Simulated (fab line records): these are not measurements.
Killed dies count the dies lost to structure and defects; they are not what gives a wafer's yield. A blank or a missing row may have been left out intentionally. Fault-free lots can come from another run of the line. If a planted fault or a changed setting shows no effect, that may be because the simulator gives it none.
fab line records	flow n5-finfet
record lots=24	wafers=72	last-day=20
route steps=1938 shown BEOL_M14@1717 BEOL_M15@1773
lots that met no fault: from a run of the same line without faults
start-h: hours from the record's first day to the start of the lot's first wafer shown	wait-h: hours from the lot's prior step to this one	" unchanged from the row above	L1.1+2: a row that stands for several wafers	- value missing, or start not given	* or withheld: withheld	< > ~ a bound
route shown NAME@n: a module of which the file shows steps, and the number in the route of the first	usual: mean/standard deviation taken from wafers without a fault	same: alike in all rows	chamber/n: place in a boat	sites: the reading at each site	_std_site: their standard deviation	_edge_site: the outer-site mean with the inner-site mean subtracted	radius-mm: for every site, how far away it sits from the centre of the wafer	mask NAME#n: copy n	behind: the tool/chamber that last shaped the wafer	hold: cause of the lot's hold/its duration in hours/its outcome	device: names the non-switching transistor (n, p or np)	end of line: the route-end tests of the same wafers	where a step has no rows: the recipe by itself	killed: dies lost to structure and defects at the first sort, not the wafer's yield	map: shows each die of a wafer: x if killed, . if not, _ if none is there
set.NAME: the setting the step ran with; set.NAME@STEP: the setting that earlier step ran with	model.NAME: the simulator's own value behind a step, which no gauge read
route steps across a sampled set of lots; one table per step, one row per wafer
services: when a tool's chamber went out of use (start-h, in hours from the record's first day, below 0 if earlier), for how many hours, and the reason
## steps
# step N5_BEOL_M14_THK_MEAS_01
# recipe reads=SiO2_of_BEOL_M14_ILD_DEP_00
# usual M14_ILD_THK=1116/16
lot.wafer	tool	chamber	start-h	wait-h	M14_ILD_THK[nm]
L074.2	film-metro-02	-	269.34	0.1	1115
L074.4	"	-	"	"	1124
L074.6	"	-	"	"	1126
L076.3	film-metro-01	-	269.65	0.1	1108
L076.4	"	-	"	"	1136
L076.5	"	-	"	"	1130
L075.2	film-metro-01	-	269.97	0.1	1104
L075.4	"	-	"	"	1121
L075.5	"	-	"	"	1112
L078.1	film-metro-01	-	290.24	0.1	1090
L078.4	"	-	"	"	1100
L078.5	"	-	"	"	1112
L077.1	film-metro-01	-	295.85	0.1	1112
L077.5	"	-	"	"	1130
L077.6	"	-	"	"	1115
L079.1	film-metro-02	-	311.68	0.1	1103
L079.2	"	-	"	"	1095
L079.3	"	-	"	"	1108
L080.1	film-metro-01	-	318.94	0.1	1102
L080.2	"	-	"	"	1105
L080.4	"	-	"	"	1110
L081.2	film-metro-01	-	319.87	0.1	1097
L081.3	"	-	"	"	1085
L081.4	"	-	"	"	1094
L082.3	film-metro-02	-	329.64	0.1	1107
L082.5	"	-	"	"	1129
L082.6	"	-	"	"	1116
L083.1	film-metro-02	-	352.73	0.1	1097
L083.3	"	-	"	"	1113
L083.5	"	-	"	"	1108
L084.3	film-metro-01	-	369.93	0.1	1108
L084.5	"	-	"	"	1133
L084.6	"	-	"	"	1128
L085.3	film-metro-01	-	370.54	0.1	1128
L085.4	"	-	"	"	1151
L085.6	"	-	"	"	1125
L088.1	film-metro-02	-	371.08	0.1	1104
L088.3	"	-	"	"	1117
L088.6	"	-	"	"	1129
L086.2	film-metro-02	-	379.57	0.1	1114
L086.3	"	-	"	"	1129
L086.5	"	-	"	"	1133
L087.1	film-metro-02	-	385.34	0.4	1112
L087.2	"	-	"	"	1116
L087.5	"	-	"	"	1126
L089.2	film-metro-02	-	387.37	0.1	1110
L089.3	"	-	"	"	1095
L089.5	"	-	"	"	1118
L092.3	film-metro-01	-	389.70	0.1	1105
L092.4	"	-	"	"	1114
L092.5	"	-	"	"	1127
L090.4	film-metro-01	-	391.98	0.0	1120
L090.5	"	-	"	"	1140
L090.6	"	-	"	"	1134
L091.2	film-metro-01	-	398.85	0.1	1100
L091.4	"	-	"	"	1141
L091.6	"	-	"	"	1087
L094.1	film-metro-02	-	401.71	0.1	1104
L094.2	"	-	"	"	1097
L094.6	"	-	"	"	1112
L093.1	film-metro-02	-	401.97	0.1	1114
L093.2	"	-	"	"	1108
L093.6	"	-	"	"	1122
L096.1	film-metro-01	-	419.10	0.1	1103
L096.2	"	-	"	"	1081
L096.4	"	-	"	"	1118
L095.2	film-metro-01	-	420.82	0.1	1136
L095.3	"	-	"	"	1115
L095.6	"	-	"	"	1142
L097.1	film-metro-01	-	443.40	0.1	1127
L097.2	"	-	"	"	1126
L097.4	"	-	"	"	1149
# step N5_BEOL_M14_INSPECT_12
# recipe mode=adi	inspect-instrument=macro
# usual raw-defect-count=2.2/1.5
lot.wafer	tool	chamber	start-h	wait-h	raw-defect-count
L074.2	defect-inspect-02	-	269.70	0.0	2
L074.4	"	-	"	"	1
L074.6	"	-	"	"	1
L076.3	defect-inspect-02	-	270.13	0.0	4
L076.4	"	-	"	"	5
L076.5	"	-	"	"	3
L075.2	defect-inspect-02	-	270.45	0.0	3
L075.4	"	-	"	"	1
L075.5	"	-	"	"	5
L078.1	defect-inspect-01	-	290.64	0.0	6
L078.4	"	-	"	"	0
L078.5	"	-	"	"	4
L077.1	defect-inspect-01	-	296.34	0.0	2
L077.5	"	-	"	"	2
L077.6	"	-	"	"	2
L079.1	defect-inspect-01	-	312.04	0.0	4
L079.2	"	-	"	"	3
L079.3	"	-	"	"	3
L080.1	defect-inspect-01	-	319.43	0.0	1
L080.2	"	-	"	"	0
L080.4	"	-	"	"	1
L081.2	defect-inspect-01	-	320.25	0.0	3
L081.3	"	-	"	"	1
L081.4	"	-	"	"	6
L082.3	defect-inspect-01	-	330.13	0.0	2
L082.5	"	-	"	"	3
L082.6	"	-	"	"	2
L083.1	defect-inspect-01	-	353.09	0.0	1
L083.3	"	-	"	"	5
L083.5	"	-	"	"	3
L084.3	defect-inspect-02	-	370.29	0.0	3
L084.5	"	-	"	"	0
L084.6	"	-	"	"	0
L085.3	defect-inspect-02	-	370.90	0.0	1
L085.4	"	-	"	"	2
L085.6	"	-	"	"	3
L088.1	defect-inspect-01	-	371.56	0.0	2
L088.3	"	-	"	"	1
L088.6	"	-	"	"	2
L086.2	defect-inspect-02	-	379.93	0.0	2
L086.3	"	-	"	"	1
L086.5	"	-	"	"	0
L087.1	defect-inspect-01	-	385.70	0.0	1
L087.2	"	-	"	"	4
L087.5	"	-	"	"	2
L089.2	defect-inspect-02	-	387.86	0.0	4
L089.3	"	-	"	"	2
L089.5	"	-	"	"	0
L092.3	defect-inspect-02	-	390.06	0.0	1
L092.4	"	-	"	"	0
L092.5	"	-	"	"	7
L090.4	defect-inspect-01	-	392.34	0.0	0
L090.5	"	-	"	"	1
L090.6	"	-	"	"	0
L091.2	defect-inspect-02	-	399.21	0.0	6
L091.4	"	-	"	"	1
L091.6	"	-	"	"	0
L094.1	defect-inspect-01	-	402.07	0.0	2
L094.2	"	-	"	"	2
L094.6	"	-	"	"	3
L093.1	defect-inspect-01	-	402.46	0.0	2
L093.2	"	-	"	"	1
L093.6	"	-	"	"	3
L096.1	defect-inspect-01	-	419.46	0.0	1
L096.2	"	-	"	"	3
L096.4	"	-	"	"	3
L095.2	defect-inspect-01	-	421.19	0.0	3
L095.3	"	-	"	"	2
L095.6	"	-	"	"	4
L097.1	defect-inspect-02	-	443.76	0.0	1
L097.2	"	-	"	"	0
L097.4	"	-	"	"	3
# step N5_BEOL_M14_ETCH_68
# recipe chemistry=N2/H2	target=SOC	mask-material=SiARC	source-w=3000	bias-w=350	temp-c=40	time-s=450	ion-energy-ev=200	pressure-mtorr=30	n2-flow-sccm=200	h2-flow-sccm=200
# usual drypump-motor-current-A=5.6/0.37	oes-product-au=0.82/0.074	rf-vpp-V=525.2/1.8	showerhead-plenum-p-Torr=2.59/0.064	throttle-valve-pct=17.51/0.26
lot.wafer	tool	chamber	start-h	wait-h	drypump-motor-current-A	oes-product-au	rf-hours-counter-h	rf-vpp-V	showerhead-plenum-p-Torr	throttle-valve-pct
L074.2	rie-diel-06	0	270.90	0.1	5.2	0.89	36	524.8	2.57	16.97
L074.4	"	1	"	"	5.6	0.78	114	523.9	2.55	17.81
L074.6	"	3	"	"	4.9	0.67	-	519.9	2.40	17.67
L076.3	rie-diel-04	3	271.20	0.1	5.5	0.86	41	524.6	2.57	17.20
L076.4	"	2	"	"	5.9	0.69	232	523.5	2.49	17.90
L076.5	"	2	"	"	5.9	0.70	-	525.3	2.49	17.91
L075.2	rie-diel-01	0	271.64	0.1	5.9	0.85	52	526.9	2.69	17.27
L075.4	"	2	"	"	5.9	0.78	96	527.7	2.68	17.53
L075.5	"	1	"	"	5.3	0.70	-	524.7	2.60	17.91
L078.1	rie-diel-01	3	291.85	0.1	5.3	0.83	67	524.7	2.57	17.46
L078.4	"	1	"	"	5.3	0.70	244	526.0	2.60	17.92
L078.5	"	0	"	"	5.9	0.85	-	528.9	2.68	17.26
L077.1	rie-diel-01	0	297.41	0.1	5.9	0.85	61	526.9	2.68	17.28
L077.5	"	0	"	"	5.9	0.83	-	528.6	2.68	17.27
L077.6	"	3	"	"	5.2	0.83	-	526.3	2.57	17.49
L079.1	rie-diel-01	0	313.23	0.1	5.9	0.84	66	527.9	2.68	17.29
L079.2	"	2	"	"	5.9	0.77	110	528.6	2.67	17.56
L079.3	"	3	"	"	5.2	0.83	75	524.9	2.57	17.48
L080.1	rie-diel-04	2	320.68	0.1	5.9	0.70	246	522.7	2.49	17.93
L080.2	"	0	"	"	6.1	0.87	71	526.3	2.57	17.39
L080.4	"	1	"	"	6.2	0.70	241	525.6	2.61	18.16
L081.2	rie-diel-04	2	321.49	0.1	5.9	0.69	246	521.5	2.49	17.93
L081.3	"	0	"	"	6.1	0.86	71	524.7	2.57	17.37
L081.4	"	1	"	"	6.2	0.70	242	525.1	2.61	18.15
L082.3	rie-diel-01	2	331.20	0.1	5.9	0.77	117	527.5	2.67	17.58
L082.5	"	0	"	"	5.9	0.83	-	526.0	2.68	17.31
L082.6	"	2	"	"	5.9	0.76	-	527.6	2.67	17.57
L083.1	rie-diel-01	0	354.34	0.1	5.9	0.82	81	529.2	2.67	17.31
L083.3	"	2	"	"	5.9	0.75	126	526.6	2.66	17.59
L083.5	"	3	"	"	5.2	0.81	-	525.2	2.56	17.52
L084.3	rie-diel-01	0	371.39	0.1	5.9	0.81	85	526.1	2.67	17.34
L084.5	"	1	"	"	5.3	0.96	-	526.0	2.59	17.51
L084.6	"	0	"	"	5.9	0.81	-	528.4	2.67	17.34
L085.3	rie-diel-01	3	372.10	0.1	5.3	0.81	97	524.3	2.56	17.53
L085.4	"	2	"	"	5.9	0.76	132	526.6	2.66	17.58
L085.6	"	1	"	"	5.3	0.97	-	524.1	2.59	17.51
L088.1	rie-diel-04	2	372.63	0.1	6.0	0.95	6	521.8	2.48	17.49
L088.3	"	0	"	"	6.1	0.84	91	522.9	2.57	17.41
L088.6	"	3	"	"	5.5	0.81	-	525.9	2.55	17.29
L086.2	rie-diel-04	2	381.12	0.1	5.9	0.93	10	523.2	2.48	17.52
L086.3	"	0	"	"	6.1	0.83	95	525.2	2.56	17.41
L086.5	"	2	"	"	5.9	0.94	-	524.4	2.48	17.52
L087.1	rie-diel-06	0	386.92	0.1	5.2	0.84	77	525.8	2.55	17.05
L087.2	"	2	"	"	5.6	0.83	64	523.8	2.59	17.45
L087.5	"	0	"	"	5.2	0.84	-	524.6	2.55	17.03
L089.2	rie-diel-04	3	389.19	0.1	5.5	0.80	83	525.7	2.55	17.29
L089.3	"	2	"	"	5.9	0.92	13	522.2	2.48	17.51
L089.5	"	1	"	"	6.2	0.96	-	524.1	2.60	17.78
L092.3	rie-diel-04	2	391.37	0.1	5.9	0.92	14	521.2	2.48	17.52
L092.4	"	1	"	"	6.2	0.95	5	524.9	2.60	17.76
L092.5	"	2	"	"	6.0	0.92	-	521.6	2.48	17.50
L090.4	rie-diel-06	1	393.52	0.1	5.6	0.75	151	523.4	2.53	17.88
L090.5	"	3	"	"	4.9	0.88	-	528.3	2.70	17.36
L090.6	"	2	"	"	5.6	0.84	-	525.4	2.58	17.47
L091.2	rie-diel-06	3	400.43	0.1	4.9	0.87	30	529.0	2.70	17.37
L091.4	"	1	"	"	5.5	0.75	153	524.0	2.53	17.87
L091.6	"	0	"	"	5.2	0.83	-	524.0	2.55	17.04
L094.1	rie-diel-06	3	403.27	0.1	5.0	0.87	31	526.7	2.70	17.37
L094.2	"	1	"	"	5.6	0.74	154	523.5	2.53	17.87
L094.6	"	2	"	"	5.6	0.83	-	524.3	2.58	17.49
L093.1	rie-diel-04	2	403.68	0.1	6.0	0.91	18	522.4	2.48	17.53
L093.2	"	0	"	"	6.1	0.83	102	524.1	2.56	17.43
L093.6	"	0	"	"	6.1	0.82	-	525.2	2.56	17.43
L096.1	rie-diel-01	0	421.08	0.1	5.9	0.80	103	526.4	2.66	17.36
L096.2	"	3	"	"	5.2	0.78	116	523.9	2.55	17.56
L096.4	"	1	"	"	5.3	0.93	30	524.1	2.58	17.55
L095.2	rie-diel-06	1	422.52	0.1	5.6	0.74	161	523.1	2.53	17.90
L095.3	"	2	"	"	5.6	0.82	76	524.8	2.58	17.48
L095.6	"	2	"	"	5.6	0.82	-	524.4	2.58	17.48
L097.1	rie-diel-06	0	445.19	0.1	5.2	0.81	96	525.2	2.54	17.06
L097.2	"	2	"	"	5.7	0.80	84	524.5	2.58	17.50
L097.4	"	1	"	"	5.6	0.73	169	523.3	2.52	17.89
# step N5_BEOL_M14_SPUTTER_43
# recipe material=TaN	target-thk-a=150	temp-c=50	bias-v=168.6	power-w=15000	chamber-pressure-pa=0.12	time-s=24.19
# usual cathode-dc-power-W=15000/2.5	throttle-valve-pct=29.7/0.69
lot.wafer	tool	chamber	start-h	wait-h	cathode-dc-power-W	throttle-valve-pct
L074.2	pvd-sputter-02	-	273.30	0.0	15006	30.5
L074.4	"	-	"	"	14998	29.1
L074.6	"	-	"	"	14999	30.1
L076.3	pvd-sputter-03	-	273.31	0.0	15002	28.9
L076.4	"	-	"	"	15000	29.8
L076.5	"	-	"	"	14999	29.0
L075.2	pvd-sputter-03	-	273.79	0.0	15002	29.7
L075.4	"	-	"	"	15001	29.2
L075.5	"	-	"	"	15004	30.6
L078.1	pvd-sputter-03	-	294.83	0.0	15001	29.0
L078.4	"	-	"	"	15001	30.0
L078.5	"	-	"	"	15000	29.9
L077.1	pvd-sputter-03	-	300.49	0.0	15003	29.2
L077.5	"	-	"	"	15001	29.0
L077.6	"	-	"	"	15002	30.5
L079.1	pvd-sputter-03	-	316.25	0.0	15003	29.3
L079.2	"	-	"	"	14992	29.1
L079.3	"	-	"	"	14997	29.9
L080.1	pvd-sputter-02	-	322.56	0.0	15003	29.8
L080.2	"	-	"	"	14998	29.7
L080.4	"	-	"	"	14998	29.9
L081.2	pvd-sputter-02	-	322.92	0.0	14999	29.8
L081.3	"	-	"	"	14999	30.3
L081.4	"	-	"	"	15000	30.0
L082.3	pvd-sputter-03	-	336.32	0.0	14997	28.9
L082.5	"	-	"	"	15001	29.2
L082.6	"	-	"	"	15004	29.1
L083.1	pvd-sputter-03	-	357.98	0.0	14999	29.2
L083.3	"	-	"	"	14997	29.2
L083.5	"	-	"	"	14996	29.8
L084.3	pvd-sputter-02	-	375.18	0.0	15003	30.0
L084.5	"	-	"	"	15000	29.6
L084.6	"	-	"	"	14998	29.9
L085.3	pvd-sputter-03	-	375.24	0.0	15002	29.9
L085.4	"	-	"	"	15003	29.1
L085.6	"	-	"	"	15005	29.8
L088.1	pvd-sputter-03	-	375.60	0.0	14998	30.3
L088.3	"	-	"	"	15004	29.0
L088.6	"	-	"	"	14999	29.3
L086.2	pvd-sputter-02	-	383.06	0.0	14999	29.5
L086.3	"	-	"	"	15007	30.1
L086.5	"	-	"	"	15001	29.2
L087.1	pvd-sputter-01	-	388.91	0.0	15002	30.0
L087.2	"	-	"	"	14999	29.7
L087.5	"	-	"	"	15003	28.4
L089.2	pvd-sputter-03	-	390.28	0.0	14999	29.5
L089.3	"	-	"	"	14999	29.9
L089.5	"	-	"	"	15000	29.7
L092.3	pvd-sputter-03	-	394.74	0.0	15000	29.4
L092.4	"	-	"	"	14994	29.4
L092.5	"	-	"	"	15000	29.7
L090.4	pvd-sputter-01	-	395.09	0.0	15001	29.9
L090.5	"	-	"	"	14999	31.3
L090.6	"	-	"	"	14997	28.2
L094.1	pvd-sputter-02	-	404.71	0.0	15003	28.9
L094.2	"	-	"	"	14995	30.1
L094.6	"	-	"	"	15000	29.9
L091.2	pvd-sputter-01	-	405.09	0.0	15002	29.9
L091.4	"	-	"	"	15000	28.5
L091.6	"	-	"	"	15002	31.3
L093.1	pvd-sputter-01	-	409.37	0.0	15003	30.0
L093.2	"	-	"	"	14999	30.0
L093.6	"	-	"	"	15002	30.0
L096.1	pvd-sputter-01	-	427.69	0.0	15002	28.2
L096.2	"	-	"	"	15001	30.0
L096.4	"	-	"	"	15001	31.2
L095.2	pvd-sputter-02	-	427.73	0.0	15004	29.3
L095.3	"	-	"	"	14997	30.3
L095.6	"	-	"	"	15003	29.1
L097.1	pvd-sputter-02	-	449.13	0.0	15000	29.6
L097.2	"	-	"	"	15001	29.8
L097.4	"	-	"	"	14998	29.3
# step N5_BEOL_M15_ILD_DEP_00
# recipe material=SiO2	target-thk-a=16293	temp-c=400	precursor=TEOS/O2	pressure-torr=6.5	rf-w=900	teos-flow-sccm=161.4	gas=O2	flow-sccm=2650	time-s=346.1
# usual heater-power-w=592/110	showerhead-plenum-p-Torr=8.33/0.034	throttle-valve-pct=18.6/1.1
lot.wafer	tool	chamber	start-h	wait-h	heater-power-w	showerhead-plenum-p-Torr	throttle-valve-pct
L074.2	pecvd-03	1	274.56	0.0	574	8.30	18.1
L074.4	"	0	"	"	611	8.31	18.3
L074.6	"	1	"	"	434	8.32	17.8
L076.3	pecvd-04	1	274.58	0.0	604	8.31	20.9
L076.4	"	2	"	"	645	8.29	17.5
L076.5	"	0	"	"	546	8.33	19.1
L075.2	pecvd-02	1	275.04	0.0	543	8.35	18.6
L075.4	"	0	"	"	558	8.40	20.2
L075.5	"	2	"	"	515	8.28	17.5
L078.1	pecvd-02	0	296.22	0.0	547	8.41	19.9
L078.4	"	2	"	"	520	8.32	17.1
L078.5	"	0	"	"	685	8.40	19.7
L077.1	pecvd-02	2	301.75	0.0	669	8.28	17.5
L077.5	"	1	"	"	409	8.34	18.9
L077.6	"	0	"	"	555	8.42	19.6
L079.1	pecvd-03	0	317.50	0.0	666	8.30	18.2
L079.2	"	1	"	"	581	8.28	18.1
L079.3	"	2	"	"	753	8.35	17.8
L080.1	pecvd-03	0	323.84	0.0	517	8.32	18.0
L080.2	"	2	"	"	751	8.31	17.8
L080.4	"	2	"	"	790	8.34	17.8
L081.2	pecvd-02	0	324.17	0.0	714	8.40	20.1
L081.3	"	2	"	"	560	8.33	17.3
L081.4	"	0	"	"	572	8.40	20.1
L082.3	pecvd-04	1	337.57	0.0	475	8.33	20.6
L082.5	"	2	"	"	825	8.28	17.9
L082.6	"	0	"	"	444	8.33	19.2
L083.1	pecvd-02	0	359.26	0.0	685	8.39	19.8
L083.3	"	1	"	"	467	8.34	18.9
L083.5	"	0	"	"	559	8.38	19.9
L084.3	pecvd-03	0	376.43	0.0	635	8.30	18.0
L084.5	"	2	"	"	768	8.32	18.1
L084.6	"	0	"	"	497	8.31	18.2
L085.3	pecvd-02	2	376.49	0.0	646	8.31	17.4
L085.4	"	1	"	"	407	8.33	18.8
L085.6	"	0	"	"	571	8.40	20.0
L088.1	pecvd-03	1	377.27	0.0	479	8.32	18.0
L088.3	"	2	"	"	638	8.33	17.8
L088.6	"	2	"	"	772	8.33	18.0
L086.2	pecvd-02	0	384.35	0.0	710	8.41	19.9
L086.3	"	2	"	"	506	8.30	17.4
L086.5	"	0	"	"	681	8.40	20.1
L087.1	pecvd-03	0	390.15	0.0	548	8.30	18.3
L087.2	"	1	"	"	486	8.31	17.9
L087.5	"	2	"	"	620	8.36	18.0
L089.2	pecvd-04	1	391.56	0.0	478	8.34	21.0
L089.3	"	0	"	"	480	8.33	18.9
L089.5	"	1	"	"	550	8.31	20.8
L092.3	pecvd-04	0	396.03	0.0	556	8.34	19.3
L092.4	"	0	"	"	422	8.33	19.1
L092.5	"	2	"	"	819	8.28	18.1
L090.4	pecvd-03	1	396.58	0.1	435	8.32	17.7
L090.5	"	2	"	"	793	8.36	17.9
L090.6	"	0	"	"	668	8.31	18.2
L094.1	pecvd-03	0	406.21	0.0	575	8.34	18.0
L094.2	"	2	"	"	758	8.33	17.9
L094.6	"	2	"	"	629	8.36	17.9
L091.2	pecvd-04	2	406.36	0.0	812	8.28	17.9
L091.4	"	0	"	"	579	8.32	19.3
L091.6	"	1	"	"	446	8.34	20.9
L093.1	pecvd-04	1	410.62	0.0	557	8.33	21.1
L093.2	"	2	"	"	801	8.28	17.9
L093.6	"	0	"	"	539	8.33	19.2
L096.1	pecvd-03	2	428.94	0.0	723	8.34	17.9
L096.2	"	0	"	"	649	8.32	18.3
L096.4	"	2	"	"	785	8.34	17.9
L095.2	pecvd-02	2	429.22	0.0	615	8.32	17.7
L095.3	"	1	"	"	575	8.35	17.4
L095.6	"	1	"	"	448	8.32	17.1
L097.1	pecvd-02	1	450.74	0.0	568	8.31	17.0
L097.2	"	2	"	"	654	8.31	17.5
L097.4	"	0	"	"	704	8.40	20.0
# step N5_BEOL_M15_INSPECT_12
# recipe mode=adi	inspect-instrument=macro
# usual raw-defect-count=2.1/1.5
lot.wafer	tool	chamber	start-h	wait-h	raw-defect-count
L074.2	defect-inspect-01	-	275.16	0.0	6
L074.4	"	-	"	"	2
L074.6	"	-	"	"	0
L076.3	defect-inspect-01	-	275.33	0.0	2
L076.4	"	-	"	"	3
L076.5	"	-	"	"	3
L075.2	defect-inspect-02	-	275.77	0.0	2
L075.4	"	-	"	"	1
L075.5	"	-	"	"	2
L078.1	defect-inspect-01	-	296.83	0.0	3
L078.4	"	-	"	"	0
L078.5	"	-	"	"	4
L077.1	defect-inspect-01	-	302.48	0.0	4
L077.5	"	-	"	"	2
L077.6	"	-	"	"	1
L079.1	defect-inspect-01	-	318.21	0.1	1
L079.2	"	-	"	"	1
L079.3	"	-	"	"	2
L080.1	defect-inspect-01	-	324.57	0.0	0
L080.2	"	-	"	"	3
L080.4	"	-	"	"	2
L081.2	defect-inspect-01	-	324.78	0.0	4
L081.3	"	-	"	"	6
L081.4	"	-	"	"	1
L082.3	defect-inspect-01	-	338.31	0.0	3
L082.5	"	-	"	"	2
L082.6	"	-	"	"	2
L083.1	defect-inspect-01	-	360.00	0.0	0
L083.3	"	-	"	"	1
L083.5	"	-	"	"	3
L084.3	defect-inspect-01	-	377.17	0.0	2
L084.5	"	-	"	"	2
L084.6	"	-	"	"	1
L085.3	defect-inspect-02	-	377.33	0.0	2
L085.4	"	-	"	"	2
L085.6	"	-	"	"	1
L088.1	defect-inspect-02	-	377.88	0.0	2
L088.3	"	-	"	"	4
L088.6	"	-	"	"	2
L086.2	defect-inspect-02	-	385.19	0.0	1
L086.3	"	-	"	"	1
L086.5	"	-	"	"	1
L087.1	defect-inspect-02	-	390.89	0.0	1
L087.2	"	-	"	"	2
L087.5	"	-	"	"	3
L089.2	defect-inspect-02	-	392.30	0.0	1
L089.3	"	-	"	"	0
L089.5	"	-	"	"	3
L092.3	defect-inspect-01	-	396.76	0.0	2
L092.4	"	-	"	"	0
L092.5	"	-	"	"	1
L090.4	defect-inspect-01	-	397.08	0.0	3
L090.5	"	-	"	"	2
L090.6	"	-	"	"	4
L094.1	defect-inspect-02	-	406.81	0.0	7
L094.2	"	-	"	"	1
L094.6	"	-	"	"	2
L091.2	defect-inspect-02	-	407.09	0.0	1
L091.4	"	-	"	"	1
L091.6	"	-	"	"	2
L093.1	defect-inspect-01	-	411.23	0.0	3
L093.2	"	-	"	"	0
L093.6	"	-	"	"	2
L096.1	defect-inspect-01	-	429.66	0.0	1
L096.2	"	-	"	"	1
L096.4	"	-	"	"	3
L095.2	defect-inspect-01	-	429.95	0.0	0
L095.3	"	-	"	"	0
L095.6	"	-	"	"	1
L097.1	defect-inspect-02	-	451.35	0.0	1
L097.2	"	-	"	"	2
L097.4	"	-	"	"	0
## services
tool	chamber	start-h	hours	kind
rie-diel-01	-	252.18	2.8	pm
pecvd-03	0	281.20	5.5	scheduled-down
pecvd-02	0	287.09	2.1	scheduled-down
pecvd-04	-	288.42	33.3	repair
pecvd-02	-	297.46	0.3	repair
rie-diel-01	1	310.65	-	clean
rie-diel-01	1	310.65	-	consumable-replace:focus-ring
pecvd-04	-	328.99	0.3	repair
rie-diel-04	1	338.83	3.5	repair
pecvd-04	0	344.54	23.9	repair
pvd-sputter-01	-	344.74	1.6	repair
pecvd-03	2	344.90	2.2	repair
pvd-sputter-02	-	351.20	11.7	repair
rie-diel-06	1	354.22	10.2	repair
rie-diel-01	0	354.91	5.7	repair
pecvd-02	-	369.11	3.9	repair
pvd-sputter-03	-	378.22	3.7	repair
pecvd-04	-	382.97	0.7	repair
pecvd-02	-	388.53	28.1	pm
pvd-sputter-03	-	421.46	2.4	repair
pvd-sputter-01	-	425.15	1.2	repair
pecvd-03	1	427.46	12.8	repair
pecvd-02	-	431.15	0.9	repair
rie-diel-06	0	446.14	20.5	repair
## key
fault none
